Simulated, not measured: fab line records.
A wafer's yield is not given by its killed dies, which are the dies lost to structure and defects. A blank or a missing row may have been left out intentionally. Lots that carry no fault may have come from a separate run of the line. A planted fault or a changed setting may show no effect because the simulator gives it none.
Chamber matching / flow nand_harc / rie_diel-01 running NHARC_P_M1_STRIP_18: 4 sister chambers
The step strips in N2/H2. 14 wafers are shown with their chamber, then 7 later ones without.

WAFERS WITH THEIR CHAMBER
wafer=L077.4; chamber=1; drypump_motor_current_A (A)=5.5; oes_product_au (a.u.)=0.994; throttle_valve_pct (%)=14.189
wafer=L077.5; chamber=2; drypump_motor_current_A (A)=6.6; oes_product_au (a.u.)=0.991; throttle_valve_pct (%)=14.169
wafer=L077.6; chamber=3; drypump_motor_current_A (A)=5.6; oes_product_au (a.u.)=0.999; throttle_valve_pct (%)=14.163
wafer=L081.1; chamber=2; drypump_motor_current_A (A)=6.6; oes_product_au (a.u.)=0.993; throttle_valve_pct (%)=14.171
wafer=L081.4; chamber=1; drypump_motor_current_A (A)=5.5; oes_product_au (a.u.)=1.000; throttle_valve_pct (%)=14.181
wafer=L081.5; chamber=0; drypump_motor_current_A (A)=5.1; oes_product_au (a.u.)=1.018; throttle_valve_pct (%)=14.173
wafer=L082.1; chamber=2; drypump_motor_current_A (A)=6.6; oes_product_au (a.u.)=0.976; throttle_valve_pct (%)=14.166
wafer=L082.5; chamber=3; drypump_motor_current_A (A)=5.6; oes_product_au (a.u.)=0.976; throttle_valve_pct (%)=14.156
wafer=L082.6; chamber=2; drypump_motor_current_A (A)=6.6; oes_product_au (a.u.)=0.993; throttle_valve_pct (%)=14.165
wafer=L085.2; chamber=0; drypump_motor_current_A (A)=5.2; oes_product_au (a.u.)=1.024; throttle_valve_pct (%)=14.175
wafer=L085.4; chamber=3; drypump_motor_current_A (A)=5.6; oes_product_au (a.u.)=0.999; throttle_valve_pct (%)=14.177
wafer=L085.6; chamber=0; drypump_motor_current_A (A)=5.2; oes_product_au (a.u.)=1.016; throttle_valve_pct (%)=14.169
wafer=L084.1; chamber=0; drypump_motor_current_A (A)=5.2; oes_product_au (a.u.)=1.022; throttle_valve_pct (%)=14.180
wafer=L084.4; chamber=2; drypump_motor_current_A (A)=6.6; oes_product_au (a.u.)=0.990; throttle_valve_pct (%)=14.178

SIGNATURES (averages over the wafers above)
reading=drypump_motor_current_A; chamber 0=5.175; chamber 1=5.500; chamber 2=6.600; chamber 3=5.600; scatter within a chamber=0.0274
reading=oes_product_au; chamber 0=1.02000; chamber 1=0.99700; chamber 2=0.98860; chamber 3=0.99133; scatter within a chamber=0.00785
reading=throttle_valve_pct; chamber 0=14.17425; chamber 1=14.18500; chamber 2=14.16980; chamber 3=14.16533; scatter within a chamber=0.00656
Rule: distance of a wafer from a chamber = root of the sum over the readings of ((wafer's reading minus chamber's mean) / reading's scatter) squared. If the next closest chamber is less than 2 further off than the closest, the wafer can't be placed; otherwise it belongs to the closest. How the scatter is found: for the shown wafers, subtract from each reading the mean of its chamber, square and add these, divide the total by (wafers less chambers), then take the root.

WAFERS WITHOUT THEIR CHAMBER
wafer=L084.5; drypump_motor_current_A (A)=5.6; oes_product_au (a.u.)=0.995; throttle_valve_pct (%)=14.179
wafer=L087.2; drypump_motor_current_A (A)=5.5; oes_product_au (a.u.)=0.986; throttle_valve_pct (%)=14.165
wafer=L087.5; drypump_motor_current_A (A)=6.6; oes_product_au (a.u.)=0.984; throttle_valve_pct (%)=14.163
wafer=L087.6; drypump_motor_current_A (A)=5.5; oes_product_au (a.u.)=0.985; throttle_valve_pct (%)=14.174
wafer=L088.2; drypump_motor_current_A (A)=5.5; oes_product_au (a.u.)=0.991; throttle_valve_pct (%)=14.177
wafer=L088.4; drypump_motor_current_A (A)=5.2; oes_product_au (a.u.)=1.022; throttle_valve_pct (%)=14.178
wafer=L088.5; drypump_motor_current_A (A)=5.2; oes_product_au (a.u.)=1.023; throttle_valve_pct (%)=14.159

EACH ONE'S CHAMBER
wafer=L084.5; from the rows above=can't be placed: 3 or 1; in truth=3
wafer=L087.2; from the rows above=can't be placed: 1 or 3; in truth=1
wafer=L087.5; from the rows above=2; in truth=2
wafer=L087.6; from the rows above=can't be placed: 1 or 3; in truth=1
wafer=L088.2; from the rows above=1; in truth=1
wafer=L088.4; from the rows above=0; in truth=0
wafer=L088.5; from the rows above=0; in truth=0
4 of 7 placed correctly. Not placeable from these rows: 3 (in 3, the candidates include the true chamber). 0 placed wrongly.
